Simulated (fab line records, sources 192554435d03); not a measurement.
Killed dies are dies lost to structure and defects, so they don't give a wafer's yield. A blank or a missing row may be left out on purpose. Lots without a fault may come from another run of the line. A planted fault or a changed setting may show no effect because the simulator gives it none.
A struck lot beside a sound one | flow n5_finfet | 15 steps out of a route of 1938
Sound: wafers L578.2, L578.3, L578.6. Struck: wafers L581.1, L581.2, L581.3. The cause comes at the end.
At each step with rows: each side's tool, then ch and its chambers, then its first start. Under that, the readings that differ: sound wafers | struck wafers | difference of the means | sigmas: that difference in standard deviations of wafers without a fault.
alike: readings whose means differ by less than 2 such deviations, and words and numbers that are the same on both sides. not compared: withheld readings, readings that some wafer has no value for, bounds like >300 that may hide the same value, and numbers for which the record gives no deviation and whose values overlap.
The two part at a step that has a row with sigmas, a row that says differs or no value, or rows on one side only. Numbers that don't overlap but have no deviation are shown without sigmas and don't part them. A reading that every wafer of one side lacks parts them only if that side has two wafers or more.

first, 9 steps without rows for these wafers: N5_FIN_CUT_EXPOSE_05 (exposes mask FIN CUT); N5_FIN_CUT_PEB_06 (peb time 60 s); N5_FIN_CUT_DEVELOP_07 (develop time 30 s); N5_FIN_CUT_DESCUM_13 (chemistry O2, time 7 s); N5_FIN_CUT_ETCH_30 (etches underlayer in N2/H2, target depth 13 nm, time 10.4 s); N5_FIN_CUT_ETCH_20 (etches SiARC in CF4, target depth 26 nm, time 43.3 s); N5_FIN_CUT_ETCH_21 (etches SOC in N2/H2, target depth 219 nm, overetch 43.8 nm, time 523.5 s); N5_FIN_CUT_STRIP_23 (strips in N2/H2); N5_FIN_CUT_STRIP_31 (strips in N2/H2).
N5_FIN_CUT_STRIP_24: strips in CF4.
  sound on rie_diel-05 ch 1,3, day 5 09:16; struck on rie_diel-02 ch 0,1,2, day 6 02:59
  no value came back on the struck wafers for any of 7 readings (bias_power_w (W), cf4_flow_sccm (sccm) and others); on the sound wafers bias_power_w (W) reads 74.92 75.04 75.11
  reading                                    | sound | struck       | difference | sigmas
  model.SiARC_of_FIN_CUT_COAT_19.thk_nm (nm) | 0 0 0 | 11.8 12 11.8 | +11.9      |
  not compared: rf_hours_counter_h
then, 1 step without rows for these wafers: N5_FIN_CUT_CUT_ETCH_26 (etches SiNx in CH3F/O2, target depth 39 nm, time 55.7 s).
N5_FIN_CUT_CUT_ETCH_27: etches SiO2 in CHF3/O2, target depth 4 nm, overetch 2 nm, time 4.9 s.
  sound on rie_diel-05 ch 1,3, day 5 09:19; struck on rie_diel-02 ch 0,1,2, day 6 03:02
  reading                                    | sound          | struck         | difference | sigmas
  oes_product_au (a.u.)                      | 0.74 0.71 0.75 | 0.63 0.59 0.60 | -0.13      | -2
  model.SiARC_of_FIN_CUT_COAT_19.thk_nm (nm) | 0 0 0          | 4.4 4.8 4.4    | +4.5       |
  alike: bias_w, drypump_motor_current_A, rf_vpp_V, showerhead_plenum_p_Torr, throttle_valve_pct
  not compared: rf_hours_counter_h
then, 1 step without rows for these wafers: N5_FIN_CUT_PRECLEAN_35 (cleans in vHF, time 13.3 s).
-- the record jumps here: 6 days lie between the struck wafers' starts before and after (it left off in module FIN_CUT and takes up again in module BEOL_M4, whose first step shown is number 1111 of the route) --
N5_BEOL_M4_RC_MEAS_101:
  sound on prober-01 ch 0, day 11 04:33; struck on prober-01 ch 0, day 11 18:53
  alike: DIBL_N, DIBL_P, IOFF_N, IOFF_P, ION_N, ION_P, SS_N, SS_P, VT_N, VT_P
-- the record jumps here: 5 days lie between the struck wafers' starts before and after (it left off in module BEOL_M4 and takes up again in module PASSIVATION, whose first step shown is number 1936 of the route) --
N5_PASSIVATION_PROBE_49:
  sound on prober-01, day 15 18:49; struck on prober-02, day 16 08:23
  alike: defect_limited_yield, killed_at_M0_to_M3, killed_at_M4_up, killed_at_contacts, killed_at_front_end, killed_at_other, killed_dies, killed_on_rim, killed_open, killed_short, sort_bin_5_function, sort_bin_6_memory, sort_n_pass, sort_yield_pct

WHERE THEY PART
First at N5_FIN_CUT_STRIP_24; last, within this record, at N5_FIN_CUT_CUT_ETCH_27. Later steps at which nothing parts them and some readings are alike: N5_BEOL_M4_RC_MEAS_101, N5_PASSIVATION_PROBE_49.

WHY: what the simulator had put in
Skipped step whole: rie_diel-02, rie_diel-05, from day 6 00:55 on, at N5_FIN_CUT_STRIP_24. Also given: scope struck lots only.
